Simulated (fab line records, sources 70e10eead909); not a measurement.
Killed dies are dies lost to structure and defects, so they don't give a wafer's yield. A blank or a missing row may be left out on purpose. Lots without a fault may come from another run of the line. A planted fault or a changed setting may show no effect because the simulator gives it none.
Chamber matching | flow nand_harc | NHARC_A_STAIRCASE_DEP_471 on pecvd-02: 3 sister chambers
The step deposits SiO2, target thk 100 nm. 6 wafers are shown with their chamber, then 7 later ones without.

WAFERS WITH THEIR CHAMBER
wafer  | chamber | throttle_valve_pct (%) | heater_power_w (W)
L079.2 | 2       | 16.6                   | 698
L079.5 | 0       | 15.6                   | 642
L084.2 | 2       | 16.5                   | 619
L084.6 | 1       | 15.4                   | 652
L083.3 | 1       | 15.4                   | 656
L083.5 | 0       | 15.8                   | 627

WAFERS WITHOUT THEIR CHAMBER
wafer  | throttle_valve_pct (%) | heater_power_w (W)
L083.6 | 15.5                   | 661
L085.1 | 15.9                   | 670
L085.4 | 15.5                   | 616
L085.6 | 16.6                   | 700
L088.1 | 15.5                   | 657
L088.2 | 16.6                   | 610
L088.4 | 16.5                   | 628

WHICH CHAMBER EACH WENT THROUGH
wafer  | from the rows above     | in truth
L083.6 | can't be placed: 1 or 0 | 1
L085.1 | 0                       | 0
L085.4 | can't be placed: 1 or 0 | 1
L085.6 | 2                       | 2
L088.1 | can't be placed: 1 or 0 | 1
L088.2 | 2                       | 2
L088.4 | 2                       | 2
Placed correctly: 4 of 7. Can't be placed from these rows: 3 (the true chamber is among the candidates in 3). Placed wrongly: 0.
How it was worked out, from the rows above alone: a wafer's distance from a chamber is the root of the sum, over the readings, of the square of ((its reading less the chamber's mean) divided by the reading's scatter). The wafer belongs to the nearest chamber; if the next one is less than 2 further off, it can't be placed. A chamber's mean is the mean of its shown wafers. The scatter: the root of (the sum of the squares of (reading less its chamber's mean) over the shown wafers, divided by (wafers less chambers)).
